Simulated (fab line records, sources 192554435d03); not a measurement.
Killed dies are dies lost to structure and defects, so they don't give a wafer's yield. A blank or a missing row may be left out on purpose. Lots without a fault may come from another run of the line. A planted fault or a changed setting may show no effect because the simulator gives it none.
fab line records | flow n5_finfet
record lots=6 wafers=18 last_day=18
route steps=1938 shown MIM_BOT_ETCH@1869 PASS1_CAP@1873 TV_LITHO@1875
lots that met no fault: from a run of the same line without faults
start_h: hours from the record's first day to the start of the lot's first wafer shown | wait_h: hours since the lot's step before | " the same as in the row above | L1.1+2: a row that stands for several wafers | - no value, or no start given | * or withheld: withheld | < > ~ a bound
route shown NAME@n: a module of which the file shows steps, and the number in the route of the first | usual: mean/standard deviation of fault-free wafers | same: alike in all rows | chamber/n: place in a boat | sites: the reading at each site | _std_site: their standard deviation | _edge_site: outer sites' mean less inner sites' | radius_mm: how far each site lies from the wafer's centre | mask NAME#n: copy n | behind: the tool/chamber that last shaped the wafer | hold: why the lot was held/for how many hours/how that ended | device: the transistor (n, p or np) that didn't switch | end of line: the same wafers' tests at the end of the route | a step without rows: its recipe alone | killed: dies lost to structure and defects at the first sort, not the wafer's yield | map: a wafer's dies, x killed, . not, _ none there
set.NAME: the setting as run; set.NAME@STEP: as run at that earlier step | model.NAME: the simulator's own value behind a step, which no gauge read
lots at some steps of the route; a table a step, a row a wafer
services: from which hour (start_h, from the record's first day; less than 0 if before it) a tool's chamber was out of use, for how many hours, and why
## steps
# step N5_MIM_BOT_ETCH_STRIP_01
# recipe chemistry=O2 power_w=600 temp_c=60 pressure_mtorr=30 rf_frequency_hz=6e+07 bias_power_w=0 overash_fraction=0.5 o2_flow_sccm=225
# usual chamber_pressure_mTorr=30.01/0.076 drypump_motor_current_A=6.0/0.4 oes_product_au=0.82/0.083 rf_vpp_V=3.8/1.4 showerhead_plenum_p_Torr=2.10/0.073 throttle_valve_pct=16.49/0.23
# columns lot.wafer tool chamber start_h wait_h chamber_pressure_mTorr drypump_motor_current_A oes_product_au rf_hours_counter_h rf_vpp_V showerhead_plenum_p_Torr throttle_valve_pct
L436.1 rie_diel-03 2 315.23 0.1 29.97 6.4 0.67 247 3.6 1.98 16.75
L436.2 " 0 " " 30.07 6.3 0.86 45 4.3 2.04 16.20
L436.4 " 3 " " 30.09 6.3 0.89 - 3.5 2.06 16.64
L438.1 rie_diel-02 0 321.51 0.1 29.87 5.5 0.75 157 5.0 2.09 16.25
L438.2 " 1 " " 30.06 4.8 0.92 16 3.4 2.24 16.26
L438.5 " 2 " " 30.01 5.7 0.83 - 6.0 2.13 16.88
L439.2 rie_diel-02 3 321.61 0.1 30.12 5.9 0.74 143 4.8 2.09 16.69
L439.4 " 0 " " 29.96 5.5 0.74 157 5.0 2.08 16.29
L439.6 " 2 " " 30.04 5.7 0.87 - 4.5 2.13 16.84
L437.1 rie_diel-01 0 323.57 0.1 29.87 6.2 0.87 57 4.6 2.12 16.17
L437.3 " 3 " " 30.13 6.1 0.79 100 2.3 2.21 16.47
L437.4 " 1 " " 30.06 5.9 0.81 87 3.3 2.02 16.55
L441.3 rie_diel-01 1 341.77 0.1 30.01 5.9 0.80 93 4.0 2.02 16.54
L441.5 " 0 " " 29.92 6.2 0.87 - 2.9 2.12 16.20
L441.6 " 3 " " 30.08 6.2 0.78 - 2.0 2.21 16.44
L449.2 rie_diel-03 1 413.15 0.1 29.92 5.8 0.89 36 3.8 2.15 16.38
L449.3 " 0 " " 29.88 6.3 0.83 81 5.5 2.03 16.27
L449.4 " 2 " " 30.04 6.4 0.93 22 4.5 2.23 16.32
# step N5_MIM_BOT_ETCH_STRIP_02
# recipe chemistry=post_etch_residue_remover time_s=1200 temp_c=72.5
# step N5_MIM_BOT_ETCH_CLEAN_05
# recipe chemistry=IPA time_s=180 temp_c=25
# step N5_MIM_BOT_ETCH_SRD_06
# recipe dry=ipa_marangoni time_s=30 temp_c=23 rinse_liquid=diw
# step N5_PASSIVATION_PECVD_55
# recipe material=SiO2 target_thk_a=4000 temp_c=400 precursor=SiH4/N2O pressure_torr=2.7 rf_w=608 time_s=22.5
# usual heater_power_w=646/86 showerhead_plenum_p_Torr=8.16/0.08 throttle_valve_pct=52.8/1.9
# same time_s=22.5
# columns lot.wafer tool chamber start_h wait_h heater_power_w showerhead_plenum_p_Torr since_wet_clean_h throttle_valve_pct
L436.1 pecvd-04 1 315.73 0.0 686 8.15 1926 52.2
L436.2 " 2 " " 752 8.02 447 52.6
L436.4 " 2 " " 776 8.04 - 52.8
L438.1 pecvd-03 1 322.01 0.0 596 8.26 2113 51.2
L438.2 " 2 " " 489 8.28 634 52.0
L438.5 " 1 " " 626 8.28 - 51.1
L439.2 pecvd-01 1 322.13 0.0 796 8.21 1570 53.3
L439.4 " 1 " " 653 8.20 - 53.4
L439.6 " 0 " " 700 8.10 - 51.1
L437.1 pecvd-04 2 324.08 0.0 647 8.02 455 52.7
L437.3 " 0 " " 619 8.15 1209 53.5
L437.4 " 2 " " 682 8.05 - 52.9
L441.3 pecvd-04 2 342.27 0.0 743 8.03 473 53.0
L441.5 " 1 " " 606 8.17 - 52.3
L441.6 " 0 " " 610 8.12 - 53.7
L449.2 pecvd-01 1 413.69 0.0 701 8.21 1661 53.5
L449.3 " 0 " " 780 8.08 936 51.2
L449.4 " 2 " " 550 8.11 - 49.8
# step N5_PASSIVATION_PECVD_01
# recipe material=SiNx target_thk_a=2000 temp_c=400 precursor=SiH4/NH3/N2 pressure_torr=4.9 rf_w=1406 time_s=43.2
# usual heater_power_w=368/87 showerhead_plenum_p_Torr=8.67/0.054 throttle_valve_pct=29.8/1
# same time_s=43.2
# columns lot.wafer tool chamber start_h wait_h heater_power_w showerhead_plenum_p_Torr since_wet_clean_h throttle_valve_pct
L436.1 pecvd-04 1 315.77 0.0 415 8.66 1926 29.8
L436.2 " 2 " " 496 8.58 447 30.0
L436.4 " 2 " " 508 8.59 - 30.0
L438.1 pecvd-03 1 322.05 0.0 406 8.75 2113 28.9
L438.2 " 2 " " 295 8.77 634 29.5
L438.5 " 1 " " 425 8.75 - 28.8
L439.2 pecvd-01 1 322.16 0.0 408 8.72 1570 30.3
L439.4 " 1 " " 434 8.68 - 29.9
L439.6 " 0 " " 415 8.63 - 28.8
L437.1 pecvd-04 2 324.11 0.0 361 8.61 455 29.8
L437.3 " 0 " " 356 8.65 1209 30.1
L437.4 " 2 " " 372 8.59 - 29.8
L441.3 pecvd-04 2 342.31 0.0 430 8.59 473 29.7
L441.5 " 1 " " 479 8.68 - 29.3
L441.6 " 0 " " 300 8.63 - 30.3
L449.2 pecvd-01 1 413.72 0.0 372 8.72 1661 30.2
L449.3 " 0 " " 346 8.61 936 29.1
L449.4 " 2 " " 225 8.65 - 28.5
# step N5_PASSIVATION_HMDS_03
# recipe time_s=60 temp_c=120
# step N5_PASSIVATION_COAT_04
# recipe spin_rpm=* resist_thk_nm=*
# step N5_PASSIVATION_EBR_06
# recipe solvent=PGMEA ebr_width_mm=1.5
# step N5_PASSIVATION_SOFTBAKE_05
# recipe temp_c=100 time_s=90
# step N5_PASSIVATION_EXPOSE_07
# recipe mask_id=TV na=0.55 source_shape=conventional sigma_outer=0.8 polarization=unpolarized defocus_nm=0 target_cd_nm=3000 dose_mj=22.75
# step N5_PASSIVATION_PEB_08
# recipe peb_temp_c=withheld peb_time_s=*
# step N5_PASSIVATION_DEVELOP_09
# recipe develop_time_s=60 rinse_liquid=diw dry=air_spin dev_temp_c=21
# columns lot.wafer tool chamber start_h wait_h
L436.1+2+4 litho_track-04 0 316.76 -
L438.1+2+5 litho_track-04 0 322.42 -
L439.2+4+6 litho_track-02 0 326.27 -
L437.1+3+4 litho_track-04 0 326.76 -
L441.3+5+6 litho_track-04 0 343.68 -
L449.2+3+4 litho_track-03 0 414.49 -
# step N5_PASSIVATION_HARDBAKE_11
# recipe temp_c=130 time_s=120
# step N5_PASSIVATION_CD_MEAS_10
# recipe target_cd_nm=3000 landing_energy_ev=500 detector=se_inlens
# usual cd_nm=3000.1/1.7
# columns lot.wafer tool chamber start_h wait_h cd_nm
L436.1 cd_sem-03 0 316.88 - 3001.0
L436.2 " 0 " " 2997.3
L436.4 " 0 " " 2999.6
L438.1 cd_sem-02 0 322.54 - 3001.8
L438.2 " 0 " " 2999.2
L438.5 " 0 " " 2999.9
L439.2 cd_sem-02 0 326.39 - 3002.2
L439.4 " 0 " " 3003.6
L439.6 " 0 " " 3001.4
L437.1 cd_sem-02 0 326.88 - 3000.4
L437.3 " 0 " " 2990.5
L437.4 " 0 " " 2993.1
L441.3 cd_sem-02 0 343.80 - 2990.6
L441.5 " 0 " " 2998.8
L441.6 " 0 " " 2994.1
L449.2 cd_sem-03 0 414.60 - 3002.5
L449.3 " 0 " " 3001.6
L449.4 " 0 " " 3000.7
# step N5_PASSIVATION_OVL_MEAS_60
# recipe points_per_wafer=44
# usual TV_OVL=1/6
# columns lot.wafer tool chamber start_h wait_h TV_OVL[nm]
L436.1 overlay-02 0 316.91 0.0 1
L436.2 " 0 " " -7
L436.4 " 0 " " 0
L438.1 overlay-02 0 322.57 0.0 1
L438.2 " 0 " " -4
L438.5 " 0 " " 2
L439.2 overlay-02 0 326.42 0.0 8
L439.4 " 0 " " 2
L439.6 " 0 " " 4
L437.1 overlay-02 0 326.91 0.0 -3
L437.3 " 0 " " 2
L437.4 " 0 " " 6
L441.3 overlay-02 0 343.83 0.0 -4
L441.5 " 0 " " -6
L441.6 " 0 " " 3
L449.2 overlay-02 0 414.63 0.0 10
L449.3 " 0 " " 3
L449.4 " 0 " " 11
## services
# columns tool chamber start_h hours kind
pecvd-01 - 296.54 5.5 pm
rie_diel-03 1 296.75 - clean
rie_diel-03 1 296.75 - consumable_replace:focus_ring
litho_track-04 - 296.84 - consumable_replace:filter
rie_diel-03 - 297.60 0.3 repair
pecvd-03 1 304.93 5.0 scheduled_down
rie_diel-03 2 307.14 2.8 repair
rie_diel-03 2 325.56 - clean
rie_diel-03 2 325.56 - consumable_replace:focus_ring
rie_diel-03 2 325.56 - consumable_replace:showerhead
rie_diel-03 2 325.56 22.2 scheduled_down
rie_diel-03 2 325.56 22.2 vent_cycle
rie_diel-01 - 326.39 2.8 pm
pecvd-01 1 337.81 2.1 scheduled_down
pecvd-01 0 346.79 4.9 repair
rie_diel-02 1 347.22 1.7 repair
rie_diel-01 2 360.58 11.6 repair
pecvd-01 - 376.08 1.3 repair
pecvd-03 1 383.62 - clean
pecvd-03 1 383.62 - consumable_replace:showerhead
pecvd-03 1 383.62 29.0 scheduled_down
pecvd-03 1 383.62 29.0 vent_cycle
rie_diel-03 0 391.28 3.4 repair
rie_diel-02 1 395.77 3.4 repair
## key
first_sign step=N5_PASSIVATION_CD_MEAS_10 reading=cd_nm direction=down sigmas=4.8 usual=3000.1 struck=2992.1
effect none on later readings
met_at N5_PASSIVATION_DEVELOP_09
struck_wafers L437.3,L437.4,L441.3,L441.6
onset_between 322.42 326.76
fault kind=process_parameter_drift tool=litho_track-04 chamber=- onset_h=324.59 steps=N5_PASSIVATION_DEVELOP_09 channel=develop_time_s offset=* shape=step end_h=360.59 scope=struck_wafers_only acts_in=* stated=*
